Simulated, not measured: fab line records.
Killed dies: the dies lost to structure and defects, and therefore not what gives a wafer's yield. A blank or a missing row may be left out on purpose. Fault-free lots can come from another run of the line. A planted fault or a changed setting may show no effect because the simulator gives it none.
Matching of chambers || flow n5Finfet || 4 sister chambers for N5_BEOL_M2_STRIP_19 on rieDiel-06
The step strips in O2. 7 wafers are shown with their chamber, then 11 later ones without.

WAFERS, EACH WITH ITS CHAMBER
{"wafer": "L087.1", "chamber": 0, "showerheadPlenumPTorr (Torr)": 2.09, "drypumpMotorCurrentA (A)": 5.3}
{"wafer": "L087.2", "chamber": 3, "showerheadPlenumPTorr (Torr)": 2.16, "drypumpMotorCurrentA (A)": 5.1}
{"wafer": "L087.3", "chamber": 2, "showerheadPlenumPTorr (Torr)": 2.22, "drypumpMotorCurrentA (A)": 5.3}
{"wafer": "L091.1", "chamber": 0, "showerheadPlenumPTorr (Torr)": 2.09, "drypumpMotorCurrentA (A)": 5.3}
{"wafer": "L091.2", "chamber": 2, "showerheadPlenumPTorr (Torr)": 2.21, "drypumpMotorCurrentA (A)": 5.3}
{"wafer": "L091.3", "chamber": 1, "showerheadPlenumPTorr (Torr)": 1.97, "drypumpMotorCurrentA (A)": 6.2}
{"wafer": "L091.4", "chamber": 1, "showerheadPlenumPTorr (Torr)": 1.97, "drypumpMotorCurrentA (A)": 6.1}

WAFERS MISSING THEIR CHAMBER
{"wafer": "L091.5", "showerheadPlenumPTorr (Torr)": 2.09, "drypumpMotorCurrentA (A)": 5.3}
{"wafer": "L091.6", "showerheadPlenumPTorr (Torr)": 2.21, "drypumpMotorCurrentA (A)": 5.3}
{"wafer": "L095.2", "showerheadPlenumPTorr (Torr)": 2.16, "drypumpMotorCurrentA (A)": 5.1}
{"wafer": "L095.4", "showerheadPlenumPTorr (Torr)": 2.08, "drypumpMotorCurrentA (A)": 5.3}
{"wafer": "L095.5", "showerheadPlenumPTorr (Torr)": 2.08, "drypumpMotorCurrentA (A)": 5.3}
{"wafer": "L097.2", "showerheadPlenumPTorr (Torr)": 2.21, "drypumpMotorCurrentA (A)": 5.3}
{"wafer": "L097.3", "showerheadPlenumPTorr (Torr)": 1.96, "drypumpMotorCurrentA (A)": 6.1}
{"wafer": "L097.5", "showerheadPlenumPTorr (Torr)": 1.96, "drypumpMotorCurrentA (A)": 6.1}
{"wafer": "L096.3", "showerheadPlenumPTorr (Torr)": 2.21, "drypumpMotorCurrentA (A)": 5.3}
{"wafer": "L096.4", "showerheadPlenumPTorr (Torr)": 2.08, "drypumpMotorCurrentA (A)": 5.3}
{"wafer": "L096.6", "showerheadPlenumPTorr (Torr)": 2.21, "drypumpMotorCurrentA (A)": 5.3}

EACH ONE'S CHAMBER
{"wafer": "L091.5", "from the rows above": 0, "in truth": 0}
{"wafer": "L091.6", "from the rows above": 2, "in truth": 2}
{"wafer": "L095.2", "from the rows above": 3, "in truth": 3}
{"wafer": "L095.4", "from the rows above": 0, "in truth": 0}
{"wafer": "L095.5", "from the rows above": 0, "in truth": 0}
{"wafer": "L097.2", "from the rows above": 2, "in truth": 2}
{"wafer": "L097.3", "from the rows above": 1, "in truth": 1}
{"wafer": "L097.5", "from the rows above": 1, "in truth": 1}
{"wafer": "L096.3", "from the rows above": 2, "in truth": 2}
{"wafer": "L096.4", "from the rows above": 0, "in truth": 0}
{"wafer": "L096.6", "from the rows above": 2, "in truth": 2}
Correct placement for 11 of the 11. Number that these rows cannot place: 0. Placed wrongly: 0.
How it was worked out, from the rows above alone: a wafer's distance from a chamber is the root of the sum, over the readings, of the square of ((its reading less the chamber's mean) divided by the reading's scatter). The wafer belongs to the nearest chamber; if the next one is less than 2 further off, it can't be placed. For every chamber, the mean is computed from those of its wafers that are shown. The scatter: the root of (the sum of the squares of (reading less its chamber's mean) over the shown wafers, divided by (wafers less chambers)).
